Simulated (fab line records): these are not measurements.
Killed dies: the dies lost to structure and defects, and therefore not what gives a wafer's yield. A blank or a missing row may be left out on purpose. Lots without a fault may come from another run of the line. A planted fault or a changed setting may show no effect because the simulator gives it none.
fab line records    flow nandHarc
record lots=6  wafers=18  lastDay=33
route steps=1302 shown P_M2@348 P_BONDPAD@351 END@1302
lots untouched by any fault: they come from a run of this same line in which no faults occurred
startH: hours from the record's opening day to when the first of the lot's shown wafers began    waitH: time in hours since the lot's previous step    " as in the row above    L1.1+2: a row that stands for several wafers    - value missing, or start not given    * or withheld: withheld    < > ~ a bound
route shown NAME@n: NAME is a module with steps in the file, n the number in the route of the first one    usual: the fault-free wafers' mean and standard deviation    same: alike in all rows    chamber/n: place in a boat    sites: each site's reading    _std_site: the values' standard deviation    _edge_site: inner sites' mean taken away from outer sites' mean    radiusMm: how far each site lies from the wafer's centre    mask NAME#n: copy n    behind: the tool/chamber that last shaped the wafer    hold: why the lot was held/for how many hours/how that ended    device: the transistor (n, p or np) that didn't switch    end of line: the same wafers' tests at the end of the route    where a step has no rows: the recipe by itself    killed: not the wafer's yield, but the dies lost to structure and defects at the first sort    map: per-die view of a wafer (x killed, . not killed, _ where there is no die)
set.NAME: the setting that was run; set.NAME@STEP: the one run at that earlier step    model.NAME: the simulator's own value behind a step, which no gauge read
lots seen at some steps along the route; tables by step, rows by wafer
services: from which hour (startH, from the record's first day; less than 0 if before it) a tool's chamber was out of use, for how many hours, and why
## steps
# step NHARC_P_M2_INSPECT_27
# usual rawDefectCount=308/100
lot.wafer  tool              chamber  startH  waitH  rawDefectCount
L472.1     defectInspect-02  -        164.57  0.0    295
L472.3     "                 -        "       "      359
L472.4     "                 -        "       "      359
L479.3     defectInspect-02  -        234.76  0.0    255
L479.5     "                 -        "       "      300
L479.6     "                 -        "       "      211
L482.1     defectInspect-02  -        277.58  0.0    291
L482.2     "                 -        "       "      321
L482.4     "                 -        "       "      262
L483.4     defectInspect-01  -        280.15  0.0    391
L483.5     "                 -        "       "      410
L483.6     "                 -        "       "      261
L491.1     defectInspect-02  -        351.24  0.0    369
L491.2     "                 -        "       "      209
L491.5     "                 -        "       "      250
L492.2     defectInspect-01  -        363.46  0.0    317
L492.3     "                 -        "       "      361
L492.6     "                 -        "       "      290
# step NHARC_P_M2_PRE_CLEAN_32
# recipe timeS=12  tempC=370  rfPowerW=300  gas=NH3
# usual heaterPowerW=626/83
lot.wafer  tool      chamber  startH  waitH  heaterPowerW
L472.3     pecvd-02  1        164.64  0.1    636
L472.1     "         2        "       "      545
L472.4     "         2        "       "      538
L479.3     pecvd-04  0        234.84  0.1    577
L479.6     "         0        "       "      559
L479.5     "         1        "       "      496
L482.1     pecvd-03  1        277.66  0.1    656
L482.2     "         2        "       "      756
L482.4     "         0        "       "      606
L483.6     pecvd-03  1        280.25  0.1    681
L483.5     "         2        "       "      774
L483.4     "         0        "       "      723
L491.1     pecvd-02  1        351.32  0.1    635
L491.2     "         2        "       "      566
L491.5     "         0        "       "      739
L492.2     pecvd-03  0        363.53  0.1    729
L492.3     "         2        "       "      717
L492.6     "         2        "       "      723
# step NHARC_P_M2_DEP_33
# recipe targetThkA=300  tempC=370  targetThkNm=30  pressureTorr=3  flowSccm=200  rfW=450  material=SiCN
# usual heaterPowerW=576/91
lot.wafer  tool      chamber  startH  waitH  heaterPowerW
L472.3     pecvd-02  1        164.71  0.1    542
L472.1     "         2        "       "      458
L472.4     "         2        "       "      442
L479.3     pecvd-04  0        234.95  0.1    537
L479.6     "         0        "       "      531
L479.5     "         1        "       "      450
L482.1     pecvd-03  1        277.76  0.1    607
L482.2     "         2        "       "      669
L482.4     "         0        "       "      625
L483.6     pecvd-03  1        280.42  0.2    646
L483.5     "         2        "       "      667
L483.4     "         0        "       "      661
L491.1     pecvd-02  1        351.43  0.1    520
L491.2     "         2        "       "      547
L491.5     "         0        "       "      686
L492.2     pecvd-03  0        363.61  0.1    599
L492.3     "         2        "       "      651
L492.6     "         2        "       "      651
# step NHARC_P_BONDPAD_DEP_00
# recipe targetThkA=2500  tempC=370  targetThkNm=250  pressureTorr=3  flowSccm=200  rfW=450  material=SiCN
# usual heaterPowerW=577/81
lot.wafer  tool      chamber  startH  waitH  heaterPowerW
L472.1     pecvd-03  0        165.18  -      599
L472.3     "         1        "       "      591
L472.4     "         1        "       "      617
L479.3     pecvd-03  2        235.34  -      662
L479.6     "         0        "       "      640
L479.5     "         1        "       "      622
L482.1     pecvd-03  0        -       -      662
L482.2     "         1        "       "      651
L482.4     "         1        "       "      651
L483.4     pecvd-03  2        -       -      683
L483.6     "         0        "       "      655
L483.5     "         1        "       "      658
L491.1     pecvd-04  1        351.80  -      410
L491.2     "         2        "       "      493
L491.5     "         0        "       "      511
L492.2     pecvd-02  2        364.02  -      557
L492.3     "         1        "       "      495
L492.6     "         2        "       "      440
# step NHARC_P_BONDPAD_CMP_32
# recipe targetThkNm=200  material=SiCN
# usual motorCurrentA=12.1/1.1  slurryFilterDpKPa=13.49/0.14
lot.wafer  tool    chamber  startH  waitH  motorCurrentA  slurryFilterDpKPa
L472.3     cmp-01  2        165.54  -      12.6           13.58
L472.4     "       0        "       "      11.3           13.39
L472.1     "       1        "       "      10.5           13.29
L479.3     cmp-03  3        235.75  -      12.6           13.56
L479.6     "       3        "       "      12.9           13.41
L479.5     "       0        "       "      12.2           13.33
L482.4     cmp-02  3        278.52  -      10.7           13.57
L482.1     "       0        "       "      14.0           13.67
L482.2     "       2        "       "      10.8           13.44
L483.4     cmp-01  2        281.09  -      12.9           13.49
L483.6     "       2        "       "      12.1           13.35
L483.5     "       3        "       "      12.6           13.58
L491.1     cmp-02  3        352.21  -      10.6           13.30
L491.2     "       2        "       "      10.9           13.57
L491.5     "       3        "       "      10.6           13.47
L492.3     cmp-01  3        364.48  -      12.7           13.43
L492.2     "       0        "       "      12.2           13.72
L492.6     "       1        "       "      12.0           13.61
# step NHARC_P_BONDPAD_THK_MEAS_33
# recipe thkMeasGauge=ellipsometry
# usual thkNm=200.2/1.6
lot.wafer  tool          chamber  startH  waitH  thkNm
L472.1     filmMetro-02  -        165.79  0.2    202.3
L472.3     "             -        "       "      200.6
L472.4     "             -        "       "      203.6
L479.3     filmMetro-02  -        236.01  0.2    198.9
L479.5     "             -        "       "      200.0
L479.6     "             -        "       "      197.8
L482.1     filmMetro-01  -        278.77  0.2    199.2
L482.2     "             -        "       "      203.4
L482.4     "             -        "       "      197.9
L483.4     filmMetro-02  -        281.35  0.2    198.5
L483.5     "             -        "       "      198.3
L483.6     "             -        "       "      199.0
L491.1     filmMetro-02  -        352.46  0.2    197.9
L491.2     "             -        "       "      202.0
L491.5     "             -        "       "      201.1
L492.2     filmMetro-02  -        364.68  0.2    197.6
L492.3     "             -        "       "      199.9
L492.6     "             -        "       "      201.5
# step NHARC_P_BONDPAD_SRD_34
# step NHARC_P_BONDPAD_DEHYDRATE_01
# recipe tempC=150  timeS=120
# step NHARC_P_BONDPAD_HMDS_02
# recipe timeS=30
# step NHARC_P_BONDPAD_COAT_36
# recipe tempC=200  timeS=65
# step NHARC_P_BONDPAD_COAT_03
# recipe spinRpm=2000  resistThkNm=600
# step NHARC_P_BONDPAD_SOFTBAKE_04
# recipe tempC=125  timeS=70
# usual heaterPowerTotalW=201.0/1.3
lot.wafer  tool           chamber  startH  waitH  heaterPowerTotalW
L472.1     lithoTrack-07  0        165     -      201.5
L472.3     "              0        "       "      198.9
L472.4     "              0        "       "      201.5
L479.3     lithoTrack-02  0        236     -      201.4
L479.5     "              0        "       "      201.4
L479.6     "              0        "       "      202.1
L482.1     lithoTrack-02  0        278     -      209.2
L482.2     "              0        "       "      206.8
L482.4     "              0        "       "      207.9
L483.4     lithoTrack-02  0        281     -      209.2
L483.5     "              0        "       "      207.3
L483.6     "              0        "       "      206.2
L491.1     lithoTrack-03  0        352     -      201.3
L491.2     "              0        "       "      202.6
L491.5     "              0        "       "      202.6
L492.2     lithoTrack-02  0        364     -      198.9
L492.3     "              0        "       "      200.9
L492.6     "              0        "       "      199.6
# step NHARC_P_BONDPAD_EBR_05
# step NHARC_END_SORT_01
# recipe tempC=25
# usual defectLimitedYield=91/3  killedAtArray=56/20  killedAtOther=0.9/1.1  killedAtPeriphery=3.7/3  killedDies=61/21  killedOpen=2.9/1.6  killedShort=2.6/1.4
# same grossDies=677
lot.wafer  tool       chamber  startH  waitH  defectLimitedYield[%]  killedAtArray  killedAtOther  killedAtPeriphery  killedDies  killedOpen  killedShort
L472.1     prober-02  0        596.27  2.5    93                     41             3              2                  46          1           3
L472.3     prober-02  0        597.85  3.1    94                     38             1              3                  42          1           2
L472.4     prober-02  0        598.64  3.4    91                     54             4              4                  62          2           6
L479.3     prober-02  0        670.47  3.1    86                     88             1              6                  95          4           2
L479.5     prober-02  0        672.06  3.7    87                     77             2              7                  86          1           2
L479.6     prober-02  0        672.86  4.0    85                     95             0              6                  101         5           2
L483.4     prober-01  0        696.75  3.4    85                     90             2              10                 102         3           6
L483.5     prober-01  0        697.55  3.7    90                     64             0              6                  70          6           2
L483.6     prober-01  0        698.35  4.0    88                     73             0              7                  80          4           3
L482.1     prober-02  0        708.63  2.5    91                     58             0              1                  59          6           3
L482.2     prober-02  0        709.43  2.8    92                     49             0              2                  51          2           1
L482.4     prober-02  0        711.02  3.4    92                     51             1              0                  52          0           2
L492.2     prober-01  0        780.18  2.8    90                     60             1              5                  66          4           4
L492.3     prober-01  0        780.97  3.1    92                     51             0              2                  53          2           3
L492.6     prober-01  0        783.36  4.0    93                     46             1              1                  48          3           0
L491.1     prober-02  0        780.76  2.5    93                     48             0              0                  48          1           1
L491.2     prober-02  0        781.56  2.8    94                     31             3              4                  38          4           2
L491.5     prober-02  0        783.97  3.7    92                     47             2              3                  52          4           3
# killed by level:class
L472.1 A_CHANNEL_HOLE_D1:chamberFilmFlake=22 A_CHANNEL_HOLE_D2:chamberFilmFlake=6 A_CONTACT:chamberFilmFlake=5 THIN_TSV:chamberFilmFlake=3 A_ONON_D1:geometricParticle:short=2 P_ZERO_WELL:chamberFilmFlake=2 A_CHANNEL_FILL_D2:chamberFilmFlake=2 A_ONON_D1:geometricParticle:open=1
L472.3 A_CHANNEL_HOLE_D1:chamberFilmFlake=18 A_CHANNEL_HOLE_D2:chamberFilmFlake=8 A_CONTACT:chamberFilmFlake=4 A_M1:chamberFilmFlake=4 P_GATE:geometricParticle:short=1 A_DECK1_JOINT:geometricParticle:short=1 A_M0:geometricParticle:open=1 P_ZERO_WELL:chamberFilmFlake=1
L472.4 A_CHANNEL_HOLE_D1:chamberFilmFlake=31 A_CHANNEL_HOLE_D2:chamberFilmFlake=9 THIN_TSV:chamberFilmFlake=4 P_M2:chamberFilmFlake=2 A_WL_FILL:chamberFilmFlake=2 A_CONTACT:chamberFilmFlake=2 P_GATE:geometricParticle:short=1 A_ONON_D1:geometricParticle:open=1
L479.3 A_CHANNEL_HOLE_D1:chamberFilmFlake=32 A_SLIT:chamberFilmFlake=26 A_CHANNEL_HOLE_D2:chamberFilmFlake=13 A_CONTACT:chamberFilmFlake=5 P_GATE:chamberFilmFlake=3 A_STAIRCASE:chamberFilmFlake=3 A_BONDPAD:chamberFilmFlake=2 P_M1:geometricParticle:open=1
L479.5 A_SLIT:chamberFilmFlake=31 A_CHANNEL_HOLE_D1:chamberFilmFlake=17 A_CHANNEL_HOLE_D2:chamberFilmFlake=16 P_GATE:chamberFilmFlake=4 A_STAIRCASE:chamberFilmFlake=4 A_CONTACT:chamberFilmFlake=4 A_BONDPAD:chamberFilmFlake=3 THIN_TSV:chamberFilmFlake=2
L479.6 A_CHANNEL_HOLE_D1:chamberFilmFlake=34 A_SLIT:chamberFilmFlake=33 A_CHANNEL_HOLE_D2:chamberFilmFlake=15 A_CONTACT:chamberFilmFlake=6 P_GATE:geometricParticle:open=2 A_STAIRCASE:chamberFilmFlake=2 A_BONDPAD:chamberFilmFlake=2 P_CONTACT:geometricParticle:short=1
L483.4 A_CHANNEL_HOLE_D1:chamberFilmFlake=34 A_SLIT:chamberFilmFlake=33 P_GATE:chamberFilmFlake=7 A_DECK1_JOINT:chamberFilmFlake=4 A_WL_FILL:chamberFilmFlake=4 A_CONTACT:chamberFilmFlake=4 A_WL_FILL:geometricParticle:short=2 A_CHANNEL_FILL_D2:chamberFilmFlake=2
L483.5 A_SLIT:chamberFilmFlake=32 A_CHANNEL_HOLE_D1:chamberFilmFlake=14 A_STAIRCASE:chamberFilmFlake=4 P_GATE:chamberFilmFlake=3 A_WL_FILL:chamberFilmFlake=3 A_BLC:geometricParticle:open=2 A_CHANNEL_FILL_D2:chamberFilmFlake=2 A_CONTACT:chamberFilmFlake=2
L483.6 A_SLIT:chamberFilmFlake=27 A_CHANNEL_HOLE_D1:chamberFilmFlake=27 P_GATE:chamberFilmFlake=5 A_STAIRCASE:chamberFilmFlake=4 A_ONON_D2:geometricParticle:short=2 A_CHANNEL_HOLE_D2:chamberFilmFlake=2 A_WL_FILL:chamberFilmFlake=2 A_CONTACT:chamberFilmFlake=2
L482.1 A_CHANNEL_HOLE_D2:chamberFilmFlake=22 A_CHANNEL_HOLE_D1:chamberFilmFlake=8 A_CONTACT:chamberFilmFlake=7 A_STAIRCASE:chamberFilmFlake=5 A_M0:geometricParticle:open=3 A_CHANNEL_FILL_D2:chamberFilmFlake=2 A_SLIT:chamberFilmFlake=2 A_CHANNEL_HOLE_D1:geometricParticle:open=1
L482.2 A_CHANNEL_HOLE_D2:chamberFilmFlake=28 A_CHANNEL_HOLE_D1:chamberFilmFlake=8 A_CONTACT:chamberFilmFlake=3 A_DECK1_JOINT:chamberFilmFlake=2 A_SLIT:chamberFilmFlake=2 P_M1:geometricParticle:open=1 A_ONON_D1:geometricParticle:short=1 A_BLC:geometricParticle:open=1
L482.4 A_CHANNEL_HOLE_D2:chamberFilmFlake=23 A_CHANNEL_HOLE_D1:chamberFilmFlake=8 A_CONTACT:chamberFilmFlake=6 A_STAIRCASE:chamberFilmFlake=5 A_ZERO_WELL:chamberFilmFlake=2 A_BLC:chamberFilmFlake=2 A_CHANNEL_HOLE_D1:geometricParticle:short=1 A_ONON_D2:geometricParticle:short=1
L492.2 A_SLIT:chamberFilmFlake=35 A_CHANNEL_HOLE_D1:chamberFilmFlake=12 A_CONTACT:chamberFilmFlake=4 A_CHANNEL_HOLE_D2:geometricParticle:short=2 A_CHANNEL_HOLE_D2:chamberFilmFlake=2 P_CONTACT:geometricParticle:open=1 P_M0:geometricParticle:open=1 P_M0:geometricParticle:short=1
L491.1 A_CHANNEL_HOLE_D2:chamberFilmFlake=33 A_SLIT:chamberFilmFlake=7 A_ZERO_WELL:chamberFilmFlake=2 A_SGD_CUT:chamberFilmFlake=2 A_WL_FILL:geometricParticle:short=1 A_BLC:geometricParticle:open=1 A_DECK1_JOINT:chamberFilmFlake=1 A_CONTACT:chamberFilmFlake=1
L492.3 A_SLIT:chamberFilmFlake=27 A_CHANNEL_HOLE_D1:chamberFilmFlake=14 A_CONTACT:chamberFilmFlake=4 P_CONTACT:geometricParticle:short=1 P_CONTACT:geometricParticle:open=1 A_DECK1_JOINT:geometricParticle:open=1 A_SGD_CUT:geometricParticle:short=1 A_M0:geometricParticle:short=1
L491.2 A_CHANNEL_HOLE_D2:chamberFilmFlake=22 A_SLIT:chamberFilmFlake=3 STARTING-WAFER:geometricParticle:open=2 A_ZERO_WELL:chamberFilmFlake=2 P_M0:geometricParticle:open=1 A_ONON_D1:geometricParticle:short=1 A_CONTACT:geometricParticle:open=1 P_STI:chamberFilmFlake=1
L492.6 A_SLIT:chamberFilmFlake=31 A_CHANNEL_HOLE_D1:chamberFilmFlake=9 A_DECK1_JOINT:chamberFilmFlake=2 P_M0:geometricParticle:open=1 A_DECK1_JOINT:geometricParticle:open=1 A_BLC:geometricParticle:open=1 A_CHANNEL_FILL_D1:chamberFilmFlake=1 A_CONTACT:chamberFilmFlake=1
L491.5 A_CHANNEL_HOLE_D2:chamberFilmFlake=32 A_CHANNEL_HOLE_D1:chamberFilmFlake=4 A_SLIT:chamberFilmFlake=3 A_WL_FILL:geometricParticle:short=2 THIN_TSV:chamberFilmFlake=2 P_M1:geometricParticle:open=1 A_SOURCE_PLATE:geometricParticle:open=1 A_CHANNEL_FILL_D1:geometricParticle:open=1
## services
tool           chamber  startH  hours  kind
pecvd-04       1        141.84  6.5    repair
cmp-03         -        162.00  4.0    pm
pecvd-03       -        185.03  13.0   pm
cmp-01         -        185.50  4.0    pm
pecvd-02       2        186.71  4.3    repair
pecvd-04       -        196.30  1.0    repair
cmp-03         -        197.96  3.4    repair
lithoTrack-02  -        227.00  7.0    pm
pecvd-02       -        227.00  13.0   pm
cmp-01         -        228.26  3.5    repair
cmp-02         -        232.74  4.0    pm
pecvd-03       2        243.44  6.8    repair
lithoTrack-07  -        251.00  7.0    pm
pecvd-04       -        269.11  13.0   pm
cmp-01         -        269.41  2.0    repair
cmp-01         -        275.09  4.0    repair
cmp-01         -        283.50  4.0    pm
pecvd-03       1        291.18  8.0    repair
cmp-02         -        312.37  0.9    repair
cmp-01         -        320.28  0.6    repair
cmp-02         -        330.74  4.0    pm
cmp-02         -        345.13  4.5    repair
cmp-01         -        351.19  3.0    repair
pecvd-03       2        363.99  3.7    repair
## key
firstSign step=NHARC_P_BONDPAD_SOFTBAKE_04  reading=heaterPowerTotalW  direction=up  sigmas=5.2  usual=*  struck=*
effect none on later readings
metAt NHARC_P_BONDPAD_SOFTBAKE_04
struckWafers L482.1,L482.2,L482.4,L483.4,L483.5,L483.6
onsetBetween 236 278
fault kind=processParameterDrift  tool=lithoTrack-02  chamber=-  onsetH=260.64  steps=NHARC_P_BONDPAD_SOFTBAKE_04  channel=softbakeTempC  offset=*  shape=step  endH=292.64  actsIn=*  stated=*
